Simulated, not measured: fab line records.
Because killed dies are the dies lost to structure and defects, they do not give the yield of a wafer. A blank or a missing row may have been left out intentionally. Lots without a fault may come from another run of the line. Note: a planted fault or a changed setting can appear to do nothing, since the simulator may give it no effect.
fab line records	flow n5Finfet	part 1 of 2: steps 1 to 23 of 31
[record] lots = 5	wafers = 15	lastDay = 16
route steps=1938 shown ILD0@342 SDB@347
lots that met no fault: from a run of the same line without faults
startH: hours from the record's first day to the start of the lot's first wafer shown	waitH: hours since the lot's step before	" same as the row above	L1.1+2: a row that stands for several wafers	- either no value or no given start	* or withheld: withheld	< > ~ a bound
route shown NAME@n: names a module that has steps shown in the file, with the first one's number in the route	usual: mean/standard deviation of fault-free wafers	same: alike in all rows	chamber/n: place in a boat	sites: each site's reading	_std_site: the values' standard deviation	_edge_site: mean of outer sites minus mean of inner sites	radiusMm: how far each site lies from the wafer's centre	mask NAME#n: copy n	behind: the last tool/chamber to shape the wafer	hold: cause of the lot's hold/its duration in hours/its outcome	device: transistor that didn't switch, given as n, p or np	end of line: the same wafers' tests at the end of the route	for a step that has no rows: nothing shown but its recipe	killed: the dies lost at the first sort to structure and to defects; this is not the yield of the wafer	map: the dies of a wafer, with x for killed, . for not killed, _ for no die there
set.NAME: the setting that was run; set.NAME@STEP: the one run at that earlier step	model.NAME: the simulator's own value behind a step, which no gauge read
lots at some steps of the route; a table a step, a row a wafer
services: the hour from which a tool's chamber was out of use, counted from the record's first day as startH (under 0 if before that day), plus the number of hours and why
[[steps]]
[step N5_ILD0_PRECLEAN_10]
[recipe] chemistry = NF3:NH3	afsCycles = 5	timeS = 20	tempC = 30	sublimationTempC = 180	sublimationTimeS = 60	pressureTorr = 3	rfPowerW = 30
lot.wafer	tool	chamber	startH	waitH
L074.1+3+6	remotePlasma-02	0	64.15	0.0
L084.2+4+5	remotePlasma-02	0	134.51	0.1
L088.1+4+5	remotePlasma-02	1	152.22	0.0
L092.2+3+6	remotePlasma-01	0	168.89	0.1
L091.2+5+6	remotePlasma-02	1	172.54	0.1
[step N5_ILD0_ALD_15]
[recipe] material = SiNx	targetThkA = 240	tempC = 400	aldPrecursorFamily = SiH2I2	aldCoReactant = N2/H2-plasma	pulseTimeS = 1	aldCycles = 480	purgeTimeS = 2	coReactantPurgeTimeS = 2	pressureTorr = 2
[usual] heaterPowerW = 871/71	precursorPulseHeightRel = 1.001/0.022
lot.wafer	tool	chamber	startH	waitH	heaterPowerW	precursorPulseHeightRel
L074.1	aldSin-02	1	64.83	0.6	968	0.964
L074.3	"	0	"	"	746	0.993
L074.6	"	3	65.92	1.1	892	1.010
L084.2	aldSin-04	1	135.08	0.5	842	1.024
L084.4	"	3	"	"	909	1.008
L084.5	"	1	136.17	1.2	873	0.992
L088.1	aldSin-03	2	152.90	0.6	925	1.025
L088.4	"	0	153.99	1.3	944	0.985
L088.5	"	2	"	"	958	1.022
L092.2	aldSin-03	1	169.46	0.5	773	1.041
L092.3	"	2	"	"	966	0.986
L092.6	"	3	170.54	1.1	805	0.973
L091.2	aldSin-04	2	173.11	0.5	913	0.964
L091.5	"	0	174.20	1.2	853	0.998
L091.6	"	1	"	"	852	1.045
[step N5_ILD0_CMP_12]
[recipe] stopOn = poly-Si	material = SiNx	tOverpolishS = 6	postCmpClean = alkalineBrush	downForcePsi = 2.5	platenRpm = 51.8	padVelocityMS = 1.0307	targetThkNm = 17.67
[usual] headPressurePsi = 2.500/0.0051	motorCurrentA = 9.1/0.73	overpolishRunS = 6.001/0.0096	slurryFilterDpKPa = 13.49/0.14	timeToEndpointS = 28.3/2.6
lot.wafer	tool	chamber	startH	waitH	headPressurePsi	motorCurrentA	overpolishRunS	slurryFilterDpKPa	timeToEndpointS
L074.3	cmp-01	3	67.11	1.2	2.499	9.2	5.994	13.35	25.8
L074.1	"	0	"	"	2.503	8.5	6.015	13.57	28.6
L074.6	"	1	"	"	2.487	9.4	6.007	13.60	30.0
L084.2	cmp-01	1	137.28	1.1	2.496	10.4	6.015	13.27	33.1
L084.4	"	0	"	"	2.501	8.5	6.013	13.37	30.2
L084.5	"	1	"	"	2.506	9.3	6.005	13.32	31.4
L088.1	cmp-01	0	155.10	1.1	2.505	8.9	6.008	13.48	33.1
L088.4	"	1	"	"	2.493	9.7	5.988	13.55	32.6
L088.5	"	0	"	"	2.505	9.4	6.010	13.30	31.9
L092.3	cmp-01	3	171.66	1.1	2.501	9.0	6.010	13.30	28.6
L092.2	"	1	"	"	2.490	9.6	6.002	13.52	30.1
L092.6	"	0	"	"	2.494	8.7	5.996	13.53	30.6
L091.2	cmp-04	0	175.31	1.1	2.511	8.7	5.992	13.37	29.7
L091.5	"	0	"	"	2.504	9.0	6.011	13.55	30.5
L091.6	"	1	"	"	2.495	8.6	6.003	13.37	30.9
[step N5_ILD0_THK_MEAS_13]
[usual] thkNm = 17.2/1.1
lot.wafer	tool	chamber	startH	waitH	thkNm
L074.1	filmMetro-02	-	67.33	-	17.1
L074.3	"	-	"	"	17.8
L074.6	"	-	"	"	18.3
L084.2	filmMetro-02	-	137.58	-	17.1
L084.4	"	-	"	"	18.3
L084.5	"	-	"	"	17.1
L088.1	filmMetro-02	-	155.40	-	19.2
L088.4	"	-	"	"	19.1
L088.5	"	-	"	"	17.9
L092.2	filmMetro-02	-	171.95	-	19.3
L092.3	"	-	"	"	17.0
L092.6	"	-	"	"	17.8
L091.2	filmMetro-02	-	175.61	-	16.6
L091.5	"	-	"	"	16.2
L091.6	"	-	"	"	17.2
[step N5_ILD0_INSPECT_06]
[recipe] inspectInstrument = darkfield	mode = postCmp
[usual] rawDefectCount = 38/19
lot.wafer	tool	chamber	startH	waitH	rawDefectCount
L074.1	defectInspect-01	-	67.35	0.0	29
L074.3	"	-	"	"	16
L074.6	"	-	"	"	13
L084.2	defectInspect-02	-	137.61	0.0	66
L084.4	"	-	"	"	48
L084.5	"	-	"	"	29
L088.1	defectInspect-02	-	155.42	0.0	30
L088.4	"	-	"	"	41
L088.5	"	-	"	"	33
L092.2	defectInspect-01	-	171.98	0.0	43
L092.3	"	-	"	"	24
L092.6	"	-	"	"	20
L091.2	defectInspect-01	-	175.63	0.0	60
L091.5	"	-	"	"	64
L091.6	"	-	"	"	82
[step N5_SDB_HM_DEP_00]
[recipe] material = SiNx	targetThkA = 400	tempC = 400	precursor = SiH4/NH3/N2	pressureTorr = 1.5	rfW = 300	timeS = 35.3
[usual] heaterPowerW = 788/110	showerheadPlenumPTorr = 5.16/0.06	throttleValvePct = 38.6/1.6
lot.wafer	tool	chamber	startH	waitH	heaterPowerW	showerheadPlenumPTorr	throttleValvePct
L074.1	pecvd-02	1	67.39	0.0	660	5.11	39.8
L074.3	"	0	"	"	759	5.22	38.5
L074.6	"	0	"	"	774	5.22	38.5
L084.2	pecvd-01	1	137.65	0.0	825	5.19	38.9
L084.4	"	1	"	"	836	5.19	38.8
L084.5	"	2	"	"	938	5.11	39.0
L088.1	pecvd-01	0	155.46	0.0	731	5.07	40.0
L088.4	"	0	"	"	713	5.06	40.1
L088.5	"	1	"	"	719	5.20	38.8
L092.2	pecvd-03	0	172.01	0.0	908	5.20	38.7
L092.3	"	2	"	"	769	5.18	34.2
L092.6	"	0	"	"	935	5.22	38.7
L091.2	pecvd-02	2	175.67	0.0	785	5.22	35.7
L091.5	"	1	"	"	648	5.10	39.8
L091.6	"	0	"	"	696	5.22	39.0
[step N5_SDB_COAT_03]
[recipe] resist = SOC	tempC = 250	timeS = 60	spinRpm = 1500	resistThkNm = 100
lot.wafer	tool	chamber	startH	waitH
L074.1+3+6	lithoTrack-03	0	67.47	0.1
L084.2+4+5	lithoTrack-03	0	137.73	0.1
L088.1+4+5	lithoTrack-02	0	155.54	0.1
L092.2+3+6	lithoTrack-01	0	172.10	0.1
L091.2+5+6	lithoTrack-03	0	175.75	0.1
[step N5_SDB_COAT_04]
[recipe] resist = SiARC	tempC = 220	timeS = 60	spinRpm = 1500	resistThkNm = 18
lot.wafer	tool	chamber	startH	waitH
L074.1+3+6	lithoTrack-03	0	-	-
L084.2+4+5	lithoTrack-03	0	-	-
L088.1+4+5	lithoTrack-02	0	-	-
L092.2+3+6	lithoTrack-01	0	-	-
L091.2+5+6	lithoTrack-03	0	-	-
[step N5_SDB_COAT_05]
[recipe] resist = CAR-ArF	spinRpm = 1500	resistThkNm = 90
lot.wafer	tool	chamber	startH	waitH
L074.1+3+6	lithoTrack-03	0	-	-
L084.2+4+5	lithoTrack-03	0	-	-
L088.1+4+5	lithoTrack-02	0	-	-
L092.2+3+6	lithoTrack-01	0	-	-
L091.2+5+6	lithoTrack-03	0	-	-
[step N5_SDB_EBR_07]
[recipe] solvent = PGMEA	ebrWidthMm = 1.5
lot.wafer	tool	chamber	startH	waitH
L074.1+3+6	lithoTrack-03	0	-	-
L084.2+4+5	lithoTrack-03	0	-	-
L088.1+4+5	lithoTrack-02	0	-	-
L092.2+3+6	lithoTrack-01	0	-	-
L091.2+5+6	lithoTrack-03	0	-	-
[step N5_SDB_SOFTBAKE_06]
[recipe] tempC = 110	timeS = 60	resist = CAR-ArF
lot.wafer	tool	chamber	startH	waitH
L074.1+3+6	lithoTrack-03	0	-	-
L084.2+4+5	lithoTrack-03	0	-	-
L088.1+4+5	lithoTrack-02	0	-	-
L092.2+3+6	lithoTrack-01	0	-	-
L091.2+5+6	lithoTrack-03	0	-	-
[step N5_SDB_EXPOSE_08]
[recipe] maskId = SDB	na = 1.35	sourceShape = conventional	sigmaOuter = 0.5	polarization = unpolarized	doseMj = 49.6
lot.wafer	tool	chamber	startH	waitH	mask
L074.1+3+6	arfiScanner-02	0	67.71	-	SDB#0
L084.2+4+5	arfiScanner-01	0	137.98	-	SDB#0
L088.1+4+5	arfiScanner-02	0	155.66	-	SDB#0
L092.2+3+6	arfiScanner-01	0	172.35	-	SDB#0
L091.2+5+6	arfiScanner-03	0	176.00	-	SDB#0
[step N5_SDB_PEB_09]
[recipe] pebTempC = withheld	pebTimeS = 60	resist = CAR-ArF
lot.wafer	tool	chamber	startH	waitH
L074.1+3+6	lithoTrack-02	0	67.77	0.1
L084.2+4+5	lithoTrack-01	0	138.03	0.0
L088.1+4+5	lithoTrack-01	0	155.72	0.1
L092.2+3+6	lithoTrack-03	0	172.40	0.0
L091.2+5+6	lithoTrack-01	0	176.05	0.0
[step N5_SDB_DEVELOP_10]
[recipe] developTimeS = 30	developer = TMAH	resist = CAR-ArF	rinseLiquid = diw	dry = airSpin	devTempC = 23
[usual] developerTempC = 23.00/0.11
lot.wafer	tool	chamber	startH	waitH	developerTempC
L074.1	lithoTrack-02	0	-	-	23.06
L074.3	"	0	"	"	23.03
L074.6	"	0	"	"	23.09
L084.2	lithoTrack-01	0	-	-	22.90
L084.4	"	0	"	"	23.05
L084.5	"	0	"	"	22.97
L088.1	lithoTrack-01	0	-	-	22.89
L088.4	"	0	"	"	23.04
L088.5	"	0	"	"	22.90
L092.2	lithoTrack-03	0	-	-	23.14
L092.3	"	0	"	"	23.18
L092.6	"	0	"	"	23.11
L091.2	lithoTrack-01	0	-	-	22.89
L091.5	"	0	"	"	23.02
L091.6	"	0	"	"	23.05
[step N5_SDB_CD_MEAS_11]
[recipe] targetCdNm = 50	landingEnergyEv = 500	detector = seInlens	polarity = opening
[usual] cdNm = 50.2/1.5
lot.wafer	tool	chamber	startH	waitH	cdNm
L074.1	cdSem-03	0	67.84	-	50.7
L074.3	"	0	"	"	50.2
L074.6	"	0	"	"	53.4
L084.2	cdSem-03	0	138.10	-	48.6
L084.4	"	0	"	"	47.5
L084.5	"	0	"	"	48.9
L088.1	cdSem-01	0	155.79	-	49.4
L088.4	"	0	"	"	48.4
L088.5	"	0	"	"	49.8
L092.2	cdSem-03	0	172.47	-	51.0
L092.3	"	0	"	"	52.9
L092.6	"	0	"	"	53.4
L091.2	cdSem-03	0	176.12	-	50.0
L091.5	"	0	"	"	50.5
L091.6	"	0	"	"	48.8
[step N5_SDB_OVL_MEAS_12]
[recipe] pointsPerWafer = 44
[usual] SDB_OVL = -0.1/0.65
lot.wafer	tool	chamber	startH	waitH	SDB_OVL[nm]
L074.1	overlay-01	0	67.87	0.0	0.7
L074.3	"	0	"	"	0.8
L074.6	"	0	"	"	0.9
L084.2	overlay-02	0	138.13	0.0	-0.7
L084.4	"	0	"	"	0.0
L084.5	"	0	"	"	1.6
L088.1	overlay-01	0	155.82	0.0	-1.0
L088.4	"	0	"	"	-0.4
L088.5	"	0	"	"	-0.2
L092.2	overlay-01	0	172.50	0.0	-0.9
L092.3	"	0	"	"	-0.3
L092.6	"	0	"	"	0.1
L091.2	overlay-02	0	176.15	0.0	0.2
L091.5	"	0	"	"	-1.2
L091.6	"	0	"	"	0.2
[step N5_SDB_INSPECT_13]
[recipe] mode = adi	inspectInstrument = brightfield
[usual] rawDefectCount = 73/32
lot.wafer	tool	chamber	startH	waitH	rawDefectCount
L074.1	defectInspect-01	-	67.89	0.0	77
L074.3	"	-	"	"	107
L074.6	"	-	"	"	57
L084.2	defectInspect-02	-	138.16	0.0	159
L084.4	"	-	"	"	68
L084.5	"	-	"	"	129
L088.1	defectInspect-01	-	155.84	0.0	58
L088.4	"	-	"	"	31
L088.5	"	-	"	"	35
L092.2	defectInspect-02	-	172.52	0.0	49
L092.3	"	-	"	"	91
L092.6	"	-	"	"	40
L091.2	defectInspect-02	-	176.17	0.0	99
L091.5	"	-	"	"	95
L091.6	"	-	"	"	139
[step N5_SDB_DESCUM_16]
[recipe] chemistry = O2	timeS = 7.9	sourcePowerW = 50	biasPowerW = 20	pressureMtorr = 20	rfFrequencyHz = 2.712e+07	tempC = 40	resist = CAR-ArF	o2FlowSccm = 225
[usual] drypumpMotorCurrentA = 6.0/0.41	oesProductAu = 0.79/0.076	rfVppV = 243.3/1.3	showerheadPlenumPTorr = 2.09/0.065	throttleValvePct = 20.4/0.34
lot.wafer	tool	chamber	startH	waitH	drypumpMotorCurrentA	oesProductAu	rfHoursCounterH	rfVppV	showerheadPlenumPTorr	throttleValvePct
L074.1	rieDiel-01	0	67.93	0.0	6.4	0.81	100	244.7	2.20	20.5
L074.3	"	3	"	"	6.1	0.73	186	241.3	2.10	20.9
L074.6	"	0	"	"	6.5	0.82	-	244.8	2.20	20.5
L084.2	rieDiel-01	1	138.39	0.2	5.9	0.74	157	242.8	1.99	20.2
L084.4	"	0	"	"	6.5	0.79	128	245.8	2.19	20.5
L084.5	"	1	"	"	6.0	0.72	-	242.4	1.99	20.3
L088.1	rieDiel-03	2	155.87	0.0	5.4	0.73	172	243.4	2.05	20.0
L088.4	"	3	"	"	6.3	0.86	70	242.6	2.02	19.9
L088.5	"	0	"	"	6.1	0.73	-	243.2	2.12	21.0
L092.2	rieDiel-03	3	172.61	0.1	6.3	0.86	76	240.1	2.01	19.9
L092.3	"	0	"	"	6.1	0.72	173	245.2	2.12	21.0
L092.6	"	2	"	"	5.4	0.73	-	243.1	2.05	20.1
L091.2	rieDiel-03	2	176.30	0.1	5.4	0.73	180	243.4	2.05	20.0
L091.5	"	0	"	"	6.1	0.71	-	244.1	2.12	21.0
L091.6	"	3	"	"	6.3	0.86	-	242.2	2.01	19.9
[step N5_SDB_ETCH_17]
[recipe] chemistry = CF4	target = SiARC	targetDepthA = 234	maskMaterial = CAR-ArF	timeS = 39	ionEnergyEv = 80	pressureMtorr = 40	sourceW = 545	biasW = 36	Ar_flow_sccm = 100	cf4FlowSccm = 100	ends = cleared
[usual] drypumpMotorCurrentA = 6.0/0.41	etchRfOnTimeS = 39.5/1.6	oesProductAu = 0.67/0.059	rfVppV = 184.2/1.1	showerheadPlenumPTorr = 2.15/0.058	throttleValvePct = 15.63/0.22
lot.wafer	tool	chamber	startH	waitH	drypumpMotorCurrentA	etchRfOnTimeS	oesProductAu	rfHoursCounterH	rfVppV	showerheadPlenumPTorr	throttleValvePct
L074.1	rieDiel-01	0	67.96	0.0	6.5	41.5	0.68	100	185.7	2.25	15.63
L074.3	"	3	"	"	6.1	36.6	0.65	186	183.1	2.13	15.86
L074.6	"	0	"	"	6.5	42.1	0.68	-	186.9	2.25	15.65
L084.2	rieDiel-01	1	138.42	0.0	6.0	40.6	0.61	157	182.9	2.05	15.60
L084.4	"	0	"	"	6.4	41.4	0.66	128	184.4	2.24	15.69
L084.5	"	1	"	"	6.0	40.6	0.61	-	181.4	2.05	15.60
L088.1	rieDiel-03	2	155.91	0.0	5.4	39.9	0.62	172	185.3	2.13	15.41
L088.4	"	3	"	"	6.3	39.3	0.73	70	183.9	2.09	15.26
L088.5	"	0	"	"	6.1	37.7	0.63	-	184.2	2.14	15.93
L092.2	rieDiel-03	3	172.64	0.0	6.3	38.9	0.71	76	182.5	2.09	15.25
L092.3	"	0	"	"	6.1	37.1	0.63	173	185.1	2.14	15.93
L092.6	"	2	"	"	5.4	40.0	0.61	-	182.8	2.13	15.44
L091.2	rieDiel-03	2	176.33	0.0	5.4	40.4	0.60	180	184.0	2.13	15.45
L091.5	"	0	"	"	6.1	37.9	0.62	-	184.7	2.14	15.94
L091.6	"	3	"	"	6.3	39.5	0.72	-	183.2	2.09	15.26
[step N5_SDB_ETCH_18]
[recipe] chemistry = N2/H2	target = SOC	targetDepthA = 1000	overetchA = 200	maskMaterial = SiARC	tempC = 40	timeS = 150	ionEnergyEv = 200	pressureMtorr = 30	sourceW = 840	biasW = 150	n2FlowSccm = 200	h2FlowSccm = 200
[usual] drypumpMotorCurrentA = 6.0/0.41	oesProductAu = 0.70/0.062	rfVppV = 524.1/2.2	showerheadPlenumPTorr = 2.54/0.074	throttleValvePct = 17.79/0.23
lot.wafer	tool	chamber	startH	waitH	drypumpMotorCurrentA	oesProductAu	rfHoursCounterH	rfVppV	showerheadPlenumPTorr	throttleValvePct
L074.1	rieDiel-01	0	68.00	0.0	6.5	0.74	100	527.3	2.66	17.85
L074.3	"	3	"	"	6.1	0.66	186	524.2	2.53	18.13
L074.6	"	0	"	"	6.5	0.73	-	526.3	2.66	17.86
L084.2	rieDiel-01	1	138.46	0.0	6.0	0.65	157	520.4	2.41	17.58
L084.4	"	0	"	"	6.4	0.71	128	525.6	2.65	17.91
L084.5	"	1	"	"	6.0	0.66	-	521.0	2.41	17.60
L088.1	rieDiel-03	2	155.95	0.0	5.4	0.65	172	522.4	2.55	17.79
L088.4	"	3	"	"	6.3	0.76	70	522.6	2.47	17.38
L088.5	"	0	"	"	6.1	0.64	-	524.8	2.50	17.92
L092.2	rieDiel-03	3	172.68	0.0	6.3	0.75	76	523.4	2.46	17.39
L092.3	"	0	"	"	6.1	0.64	173	523.4	2.50	17.91
L092.6	"	2	"	"	5.4	0.65	-	524.7	2.55	17.77
L091.2	rieDiel-03	2	176.37	0.0	5.4	0.65	180	524.1	2.55	17.80
L091.5	"	0	"	"	6.1	0.64	-	524.7	2.50	17.92
L091.6	"	3	"	"	6.3	0.75	-	521.8	2.46	17.40
[step N5_SDB_STRIP_19]
[recipe] chemistry = N2/H2	tempC = 40	n2FlowSccm = 200	h2FlowSccm = 200	rfFrequencyHz = 6e+07
lot.wafer	tool	chamber	startH	waitH
L074.1+3+6	rieDiel-01	0,3,0	68.13	0.1
L084.2+4+5	rieDiel-01	1,0,1	138.58	0.1
L088.1+4+5	rieDiel-03	2,3,0	156.07	0.1
L092.2+3+6	rieDiel-03	3,0,2	172.80	0.1
L091.2+5+6	rieDiel-03	2,0,3	176.49	0.1
[step N5_SDB_STRIP_21]
[recipe] chemistry = CF4	resist = SiARC	powerW = 300	biasPowerW = 75	pressureMtorr = 50	cf4FlowSccm = 150	rfFrequencyHz = 6e+07
[usual] drypumpMotorCurrentA = 5.9/0.41	oesProductAu = 0.78/0.068	rfVppV = 271.2/1.3	showerheadPlenumPTorr = 1.80/0.052	throttleValvePct = 13.59/0.21
lot.wafer	tool	chamber	startH	waitH	drypumpMotorCurrentA	oesProductAu	rfHoursCounterH	rfVppV	showerheadPlenumPTorr	throttleValvePct
L074.1	rieDiel-01	0	68.14	0.0	6.4	0.81	100	272.6	1.89	13.65
L074.3	"	3	"	"	6.1	0.73	186	270.4	1.78	13.84
L074.6	"	0	"	"	6.4	0.81	-	271.3	1.89	13.63
L084.2	rieDiel-01	1	138.59	0.0	5.9	0.72	157	267.6	1.70	13.53
L084.4	"	0	"	"	6.5	0.79	128	272.5	1.88	13.69
L084.5	"	1	"	"	5.9	0.72	-	269.5	1.70	13.56
L088.1	rieDiel-03	2	156.08	0.0	5.4	0.72	172	272.6	1.79	13.46
L088.4	"	3	"	"	6.3	0.84	70	269.9	1.76	13.24
L088.5	"	0	"	"	6.1	0.71	-	270.1	1.78	13.85
L092.2	rieDiel-03	3	172.81	0.0	6.3	0.84	76	270.0	1.76	13.25
L092.3	"	0	"	"	6.1	0.71	173	271.0	1.78	13.85
L092.6	"	2	"	"	5.4	0.72	-	271.4	1.79	13.43
L091.2	rieDiel-03	2	176.50	0.0	5.4	0.72	180	270.0	1.79	13.45
L091.5	"	0	"	"	6.1	0.71	-	271.1	1.78	13.87
L091.6	"	3	"	"	6.3	0.83	-	268.8	1.76	13.26
[step N5_SDB_HM_OPEN_20]
[recipe] chemistry = CH3F/O2	target = SiNx	maskMaterial = SOC	targetDepthA = 240	stopOn = poly-Si	overEtchFrac = 0.4	ionEnergyEv = 120	pressureMtorr = 30	sourceW = 395	biasW = 73	Ar_flow_sccm = 150	CH3F_flow_sccm = 30	O2_flow_sccm = 20
[usual] O2_flow_sccm = 19.99/0.066	drypumpMotorCurrentA = 6.0/0.41	oesProductAu = 0.64/0.056	rfVppV = 296/7.3	showerheadPlenumPTorr = 2.01/0.054	throttleValvePct = 16.36/0.26
lot.wafer	tool	chamber	startH	waitH	O2_flow_sccm	drypumpMotorCurrentA	oesProductAu	rfHoursCounterH	rfVppV	showerheadPlenumPTorr	throttleValvePct
L074.1	rieDiel-01	0	68.16	0.0	20.02	6.5	0.66	100	300	2.09	16.32
L074.3	"	3	"	"	19.90	6.1	0.61	186	306	1.99	16.62
L074.6	"	0	"	"	20.01	6.4	0.68	-	300	2.09	16.32
L084.2	rieDiel-01	1	138.61	0.0	20.05	5.9	0.58	157	297	1.93	16.42
L084.4	"	0	"	"	19.98	6.4	0.64	128	300	2.08	16.36
L084.5	"	1	"	"	20.03	5.9	0.60	-	299	1.93	16.41
L088.1	rieDiel-03	2	156.10	0.0	20.01	5.4	0.59	172	301	1.98	16.10
L088.4	"	3	"	"	20.04	6.3	0.69	70	295	1.94	15.90
L088.5	"	0	"	"	19.87	6.1	0.59	-	281	2.02	16.77
L092.2	rieDiel-03	3	172.83	0.0	20.00	6.3	0.68	76	294	1.94	15.92
L092.3	"	0	"	"	20.02	6.1	0.59	173	279	2.02	16.77
L092.6	"	2	"	"	19.99	5.4	0.60	-	301	1.98	16.09
L091.2	rieDiel-03	2	176.52	0.0	19.98	5.4	0.58	180	299	1.97	16.11
L091.5	"	0	"	"	20.13	6.1	0.58	-	280	2.02	16.76
L091.6	"	3	"	"	20.04	6.3	0.68	-	296	1.94	15.91
